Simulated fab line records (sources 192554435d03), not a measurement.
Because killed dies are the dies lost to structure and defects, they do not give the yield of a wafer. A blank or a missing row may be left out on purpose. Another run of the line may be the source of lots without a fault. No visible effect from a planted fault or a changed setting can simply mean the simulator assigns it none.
What tool caused it? -- flow n5Finfet -- 24 lots with 72 wafers sampled at 6 steps, on a route of 1938 steps

WHAT EACH GAUGE READ, for each wafer
N5_BEOL_M2_OCD_MEAS_38. Usual: 55.0 nm for trenchDepthNm, sd 1.5.
lot,measured,on,trenchDepthNm (nm),flag
L074,day 6 16:20,ocd-01,55.5 54.4 53.8,
L075,day 6 21:28,ocd-01,53.4 55.1 53.6,
L077,day 7 10:12,ocd-01,57.1 57.9 56.3,
L076,day 7 10:18,ocd-01,54.0 55.4 53.1,
L079,day 8 01:28,ocd-01,53.0 54.7 54.4,
L078,day 8 04:52,ocd-02,53.8 54.4 54.4,
L080,day 8 09:20,ocd-01,55.6 53.4 55.7,
L081,day 8 17:59,ocd-01,54.3 56.4 53.9,
L083,day 8 21:13,ocd-01,55.3 53.5 54.2,
L082,day 9 00:40,ocd-01,54.8 57.9 56.8,
L084,day 9 07:15,ocd-01,53.6 55.8 52.7,
L085,day 9 16:29,ocd-01,55.6 57.8 55.7,
L086,day 10 09:59,ocd-01,56.0 56.4 55.7,
L087,day 10 14:23,ocd-01,55.0 52.4 56.2,
L088,day 10 17:35,ocd-01,55.9 53.0 56.9,
L089,day 10 17:43,ocd-01,54.3 57.0 57.0,
L090,day 10 22:20,ocd-01,56.5 56.5 58.1,
L091,day 11 06:13,ocd-01,56.0 55.5 52.0,
L092,day 11 10:23,ocd-01,55.9 55.8 54.9,
L094,day 11 20:02,ocd-02,54.6 54.0 54.2,
L093,day 12 06:56,ocd-02,56.1 57.7 57.1,
L095,day 12 10:24,ocd-01,53.6 56.4 53.2,
L096,day 12 17:01,ocd-01,55.8 53.4 53.2,
L097,day 13 00:31,ocd-01,55.1 54.0 55.6,

N5_BEOL_M2_CD_MEAS_35: target cd 18 nm, target cd y 22.2 nm. Usual: 17.9 nm for cdNm, sd 0.44.
lot,measured,on,cdNm (nm),flag
L074,day 6 16:29,cdSem-02,17.7 17.6 17.9,
L075,day 6 21:37,cdSem-03,17.9 17.5 18.1,
L077,day 7 10:21,cdSem-01,17.9 18.3 17.9,
L076,day 7 10:27,cdSem-02,18.0 18.5 18.8,
L079,day 8 01:37,cdSem-01,17.5 18.0 18.1,
L078,day 8 05:01,cdSem-01,17.2 18.1 17.6,
L080,day 8 09:29,cdSem-03,17.5 17.9 17.7,
L081,day 8 18:09,cdSem-03,17.3 18.5 17.4,
L083,day 8 21:22,cdSem-02,17.9 17.7 17.0,
L082,day 9 00:50,cdSem-02,18.2 18.6 18.7,
L084,day 9 07:43,cdSem-01,17.9 18.0 18.0,
L085,day 9 16:40,cdSem-02,17.9 18.5 18.3,
L086,day 10 10:08,cdSem-02,17.7 18.0 17.7,
L087,day 10 14:32,cdSem-02,17.8 17.7 19.0,
L088,day 10 17:44,cdSem-02,17.4 18.1 17.7,
L089,day 10 17:52,cdSem-02,18.3 18.0 17.5,
L090,day 10 22:30,cdSem-02,18.2 17.7 18.3,
L091,day 11 06:22,cdSem-02,19.2 18.5 18.0,
L092,day 11 10:32,cdSem-02,18.2 17.8 18.9,
L094,day 11 20:12,cdSem-01,18.0 17.9 17.1,
L093,day 12 07:05,cdSem-01,17.7 17.3 17.6,
L095,day 12 10:34,cdSem-03,17.4 17.6 17.0,
L096,day 12 17:10,cdSem-01,17.5 17.4 17.9,
L097,day 13 00:41,cdSem-02,18.9 18.3 17.9,

WHICH TOOL RAN EACH LOT (tool, then ch and the chambers of the sampled wafers, then the start)
lot,N5_BEOL_M2_HM_DEP_02,N5_BEOL_M2_ETCH_63,N5_BEOL_M2_STRIP_36,N5_BEOL_M2_ETCH_41
L074,"pvdSputter-03, day 6 11:16","rieDiel-05 ch 1,2,3, day 6 12:22","rieDiel-01 ch 0,2,3, day 6 16:08","rieDiel-01 ch 0,2,3, day 6 16:20 or earlier"
L075,"pvdSputter-01, day 6 16:19","rieDiel-05 ch 0,2, day 6 17:00","rieDiel-01 ch 0,2, day 6 21:17","rieDiel-01 ch 0,2, day 6 21:28 or earlier"
L077,"pvdSputter-02, day 7 06:39","rieDiel-05 ch 0,1,2, day 7 07:15","rieDiel-05 ch 0,3, day 7 10:00","rieDiel-05 ch 0,3, day 7 10:12 or earlier"
L076,"pvdSputter-02, day 7 07:20","rieDiel-02 ch 0,1,2, day 7 07:54","rieDiel-01 ch 1,2,3, day 7 10:06","rieDiel-01 ch 1,2,3, day 7 10:18 or earlier"
L079,"pvdSputter-01, day 7 19:10","rieDiel-01 ch 0,2,3, day 7 19:46","rieDiel-01 ch 0,2,3, day 8 01:16","rieDiel-01 ch 0,2,3, day 8 01:28 or earlier"
L078,"pvdSputter-01, day 7 20:33","rieDiel-01 ch 0,2,3, day 7 21:26","rieDiel-01 ch 0,3, day 8 04:41","rieDiel-01 ch 0,3, day 8 04:52 or earlier"
L080,"pvdSputter-03, day 8 05:49","rieDiel-02 ch 1,3, day 8 06:33","rieDiel-05 ch 1,2, day 8 09:07","rieDiel-05 ch 1,2, day 8 09:20 or earlier"
L081,"pvdSputter-03, day 8 10:13","rieDiel-01 ch 0,1,3, day 8 10:47","rieDiel-01 ch 0,1,3, day 8 17:47","rieDiel-01 ch 0,1,3, day 8 17:59 or earlier"
L083,"pvdSputter-01, day 8 16:50","rieDiel-01 ch 0,1,3, day 8 17:25","rieDiel-01 ch 0,1,2, day 8 21:01","rieDiel-01 ch 0,1,2, day 8 21:13 or earlier"
L082,"pvdSputter-03, day 8 21:05","rieDiel-05 ch 0,3, day 8 21:40","rieDiel-02 ch 0,2,3, day 9 00:29","rieDiel-02 ch 0,2,3, day 9 00:40 or earlier"
L084,"pvdSputter-01, day 9 01:57","rieDiel-05 ch 1,3, day 9 02:31","rieDiel-01 ch 1,2,3, day 9 07:03","rieDiel-01 ch 1,2,3, day 9 07:15 or earlier"
L085,"pvdSputter-03, day 9 11:35","rieDiel-02 ch 1,2,3, day 9 12:17","rieDiel-02 ch 0,2,3, day 9 16:17","rieDiel-02 ch 0,2,3, day 9 16:29 or earlier"
L086,"pvdSputter-01, day 9 23:00","rieDiel-01 ch 0,2,3, day 9 23:46","rieDiel-02 ch 0,3, day 10 09:47","rieDiel-02 ch 0,3, day 10 09:59 or earlier"
L087,"pvdSputter-02, day 10 00:37","rieDiel-05 ch 0,1,2, day 10 01:17","rieDiel-02 ch 0,1,2, day 10 14:11","rieDiel-02 ch 0,1,2, day 10 14:23 or earlier"
L088,"pvdSputter-02, day 10 05:13","rieDiel-05 ch 0,1, day 10 05:55","rieDiel-02 ch 0,1,3, day 10 17:23","rieDiel-02 ch 0,1,3, day 10 17:35 or earlier"
L089,"pvdSputter-01, day 10 09:14","rieDiel-05 ch 2,3, day 10 10:04","rieDiel-01 ch 0,1, day 10 17:32","rieDiel-01 ch 0,1, day 10 17:43 or earlier"
L090,"pvdSputter-03, day 10 19:59","rieDiel-02 ch 0,2,3, day 10 20:34","rieDiel-05 ch 0,2,3, day 10 22:09","rieDiel-05 ch 0,2,3, day 10 22:20 or earlier"
L091,"pvdSputter-02, day 11 01:43","rieDiel-05 ch 1,2,3, day 11 02:17","rieDiel-02 ch 1,2,3, day 11 06:01","rieDiel-02 ch 1,2,3, day 11 06:13 or earlier"
L092,"pvdSputter-01, day 11 06:59","rieDiel-05 ch 0,1,2, day 11 07:40","rieDiel-02 ch 0,2,3, day 11 10:12","rieDiel-02 ch 0,2,3, day 11 10:23 or earlier"
L094,"pvdSputter-03, day 11 15:11","rieDiel-02 ch 0,1,3, day 11 15:45","rieDiel-01 ch 1,3, day 11 19:50","rieDiel-01 ch 1,3, day 11 20:02 or earlier"
L093,"pvdSputter-03, day 11 15:50","rieDiel-02 ch 1,3, day 11 16:32","rieDiel-05 ch 0,3, day 12 06:44","rieDiel-05 ch 0,3, day 12 06:56 or earlier"
L095,"pvdSputter-02, day 11 20:53","rieDiel-01 ch 0,2, day 11 21:35","rieDiel-01 ch 0,2, day 12 10:13","rieDiel-01 ch 0,2, day 12 10:24 or earlier"
L096,"pvdSputter-02, day 12 12:57","rieDiel-01 ch 1,2,3, day 12 13:41","rieDiel-01 ch 0,3, day 12 16:49","rieDiel-01 ch 0,3, day 12 17:01 or earlier"
L097,"pvdSputter-01, day 12 18:34","rieDiel-05 ch 1,2, day 12 19:31","rieDiel-02 ch 1,2, day 13 00:20","rieDiel-02 ch 1,2, day 13 00:31 or earlier"
- N5_BEOL_M2_HM_DEP_02: deposits TiN, target thk 20 nm.
- N5_BEOL_M2_ETCH_63: etches SiARC in CF4, target depth 15.6 nm, time 26 s.
- N5_BEOL_M2_STRIP_36: strips in N2/H2.
- N5_BEOL_M2_ETCH_41: etches SiCN in CH3F/O2, target depth 29.9 nm, time 52.5 s.

AS READ BY THE TOOLS THEMSELVES (means over the sampled wafers that have a number; for cases with no such wafer, the mark the record gives instead)
N5_BEOL_M2_HM_DEP_02. Usual: susceptorTempC 25.00 C, standard deviation 0.11; throttleValvePct 29.8 %, standard deviation 0.84.
lot,tool,susceptorTempC (C),throttleValvePct (%),flag
L074,pvdSputter-03,24.99,29.8,
L075,pvdSputter-01,25.12,29.3,
L077,pvdSputter-02,24.86,29.4,
L076,pvdSputter-02,24.92,30.2,
L079,pvdSputter-01,24.99,30.2,
L078,pvdSputter-01,24.95,29.8,
L080,pvdSputter-03,24.89,29.6,
L081,pvdSputter-03,24.95,29.9,
L083,pvdSputter-01,25.00,30.2,
L082,pvdSputter-03,25.08,30.1,
L084,pvdSputter-01,25.05,29.9,
L085,pvdSputter-03,25.02,30.2,
L086,pvdSputter-01,25.13,29.3,
L087,pvdSputter-02,25.00,29.2,
L088,pvdSputter-02,24.87,29.3,
L089,pvdSputter-01,25.02,29.7,
L090,pvdSputter-03,25.06,30.2,
L091,pvdSputter-02,24.97,29.8,
L092,pvdSputter-01,24.98,29.8,
L094,pvdSputter-03,24.98,29.5,
L093,pvdSputter-03,24.96,30.2,
L095,pvdSputter-02,24.98,29.2,
L096,pvdSputter-02,25.02,30.9,
L097,pvdSputter-01,25.03,29.4,

N5_BEOL_M2_ETCH_63. Usual: drypumpMotorCurrentA 5.4 A, standard deviation 0.4; etchRfOnTimeS 26.1 s, standard deviation 1.1; oesProductAu 0.69 a.u., standard deviation 0.064; rfVppV 184.5 V, standard deviation 1.2; showerheadPlenumPTorr 2.17 Torr, standard deviation 0.069; throttleValvePct 15.57 %, standard deviation 0.24.
lot,tool,drypumpMotorCurrentA (A),etchRfOnTimeS (s),oesProductAu (a.u.),rfVppV (V),showerheadPlenumPTorr (Torr),throttleValvePct (%),flag
L074,rieDiel-05,5.3,26.5,0.66,184.4,2.20,15.47,
L075,rieDiel-05,5.3,25.1,0.73,184.6,2.13,15.59,
L077,rieDiel-05,5.4,25.5,0.69,184.6,2.17,15.47,
L076,rieDiel-02,5.4,27.0,0.68,184.5,2.22,15.52,
L079,rieDiel-01,5.7,26.4,0.65,183.3,2.11,15.67,
L078,rieDiel-01,5.6,27.2,0.64,183.9,2.11,15.66,
L080,rieDiel-02,5.1,25.3,0.67,184.9,2.19,15.67,
L081,rieDiel-01,5.8,26.7,0.66,184.5,2.15,15.84,
L083,rieDiel-01,5.8,26.2,0.67,184.0,2.15,15.85,
L082,rieDiel-05,5.2,25.4,0.73,183.9,2.14,15.66,
L084,rieDiel-05,5.4,26.1,0.67,186.3,2.21,15.38,
L085,rieDiel-02,5.5,26.7,0.67,184.4,2.22,15.61,
L086,rieDiel-01,5.6,26.8,0.72,185.3,2.19,15.52,
L087,rieDiel-05,5.4,25.5,0.74,185.4,2.16,15.35,
L088,rieDiel-05,5.5,25.2,0.71,183.0,2.13,15.52,
L089,rieDiel-05,5.1,25.9,0.78,185.0,2.17,15.35,
L090,rieDiel-02,5.5,25.6,0.66,184.5,2.18,15.60,
L091,rieDiel-05,5.3,25.8,0.71,185.2,2.19,15.38,
L092,rieDiel-05,5.4,25.5,0.73,184.0,2.16,15.37,
L094,rieDiel-02,5.0,26.0,0.65,185.0,2.18,15.65,
L093,rieDiel-02,5.1,26.9,0.65,184.9,2.22,15.66,
L095,rieDiel-01,5.8,26.1,0.75,186.1,2.22,15.30,
L096,rieDiel-01,5.5,27.4,0.65,184.8,2.19,15.74,
L097,rieDiel-05,5.3,26.0,0.73,183.8,2.18,15.22,

N5_BEOL_M2_STRIP_36. Usual: drypumpMotorCurrentA 5.5 A, standard deviation 0.43; oesProductAu 0.80 a.u., standard deviation 0.065; rfVppV 59.2 V, standard deviation 1.4; showerheadPlenumPTorr 2.59 Torr, standard deviation 0.084; throttleValvePct 23.8 %, standard deviation 0.36.
lot,tool,drypumpMotorCurrentA (A),oesProductAu (a.u.),rfVppV (V),showerheadPlenumPTorr (Torr),throttleValvePct (%),flag
L074,rieDiel-01,5.6,0.77,58.5,2.52,23.8,
L075,rieDiel-01,5.5,0.78,60.2,2.52,23.6,
L077,rieDiel-05,5.2,0.88,60.4,2.55,24.1,
L076,rieDiel-01,5.5,0.84,57.9,2.62,23.9,
L079,rieDiel-01,5.7,0.75,59.8,2.51,23.8,
L078,rieDiel-01,5.9,0.72,59.0,2.45,24.1,
L080,rieDiel-05,5.5,0.74,59.6,2.62,23.1,
L081,rieDiel-01,5.8,0.78,59.5,2.55,24.1,
L083,rieDiel-01,5.6,0.80,58.3,2.56,23.9,
L082,rieDiel-02,5.5,0.79,59.8,2.59,23.6,
L084,rieDiel-01,5.5,0.81,59.7,2.61,23.9,
L085,rieDiel-02,5.5,0.78,60.0,2.59,23.6,
L086,rieDiel-02,5.0,0.76,59.0,2.55,23.9,
L087,rieDiel-02,5.4,0.78,59.1,2.63,23.7,
L088,rieDiel-02,5.0,0.75,59.6,2.60,23.8,
L089,rieDiel-01,5.9,0.92,59.6,2.71,23.7,
L090,rieDiel-05,5.2,0.88,58.4,2.55,23.9,
L091,rieDiel-02,5.5,0.78,58.6,2.63,23.6,
L092,rieDiel-02,5.5,0.77,59.2,2.58,23.6,
L094,rieDiel-01,5.7,0.79,58.6,2.64,24.2,
L093,rieDiel-05,5.3,0.83,59.3,2.49,24.1,
L095,rieDiel-01,5.5,0.83,60.8,2.61,23.4,
L096,rieDiel-01,5.8,0.80,60.7,2.59,23.9,
L097,rieDiel-02,5.9,0.80,59.3,2.65,23.4,

N5_BEOL_M2_ETCH_41. Usual: drypumpMotorCurrentA 5.5 A, standard deviation 0.43; oesProductAu 0.79 a.u., standard deviation 0.065; rfVppV 298.1 V, standard deviation 1.6; showerheadPlenumPTorr 2.03 Torr, standard deviation 0.073; throttleValvePct 16.33 %, standard deviation 0.24.
lot,tool,drypumpMotorCurrentA (A),oesProductAu (a.u.),rfVppV (V),showerheadPlenumPTorr (Torr),throttleValvePct (%),flag
L074,rieDiel-01,5.6,0.76,298.0,1.97,16.33,
L075,rieDiel-01,5.5,0.77,297.6,1.97,16.09,
L077,rieDiel-05,5.2,0.88,296.2,2.00,16.33,
L076,rieDiel-01,5.5,0.83,298.1,2.05,16.32,
L079,rieDiel-01,5.7,0.75,298.1,1.97,16.35,
L078,rieDiel-01,5.9,0.72,296.2,1.92,16.56,
L080,rieDiel-05,5.4,0.74,298.9,2.08,16.09,
L081,rieDiel-01,5.8,0.77,297.4,2.01,16.56,
L083,rieDiel-01,5.7,0.79,298.0,2.00,16.31,
L082,rieDiel-02,5.5,0.79,297.5,2.04,16.31,
L084,rieDiel-01,5.5,0.81,298.6,2.05,16.36,
L085,rieDiel-02,5.5,0.78,298.0,2.04,16.31,
L086,rieDiel-02,5.0,0.75,297.8,1.99,16.26,
L087,rieDiel-02,5.4,0.78,298.0,2.07,16.29,
L088,rieDiel-02,5.0,0.76,297.9,2.03,16.33,
L089,rieDiel-01,5.9,0.93,300.3,2.11,16.19,
L090,rieDiel-05,5.2,0.88,296.5,2.00,16.22,
L091,rieDiel-02,5.5,0.77,298.8,2.08,16.39,
L092,rieDiel-02,5.5,0.77,298.5,2.03,16.34,
L094,rieDiel-01,5.7,0.79,298.6,2.08,16.59,
L093,rieDiel-05,5.3,0.83,296.7,1.96,16.41,
L095,rieDiel-01,5.5,0.81,298.4,2.04,16.00,
L096,rieDiel-01,5.8,0.79,298.4,2.04,16.48,
L097,rieDiel-02,5.9,0.78,300.0,2.12,16.40,

THE ANSWER, worked out from the rows above alone
Rule: a lot counts as off when the mean over its wafers that have a number is more than 3 standard deviations away from the usual mean. A lot without any number at a reading at which 4 lots or more have one is off too. Any other lot the step has rows for is counted as sound. After the gauges, taken in route order, come the tools' own readings; for these a lot's mean is taken, as printed above. At the first step where some lot is off, the reading lying furthest off is the one used; lots without a number count as furthest.
Nothing can be told from this: no lot is off at any reading shown.

WHAT THE SIMULATOR HAD INSERTED
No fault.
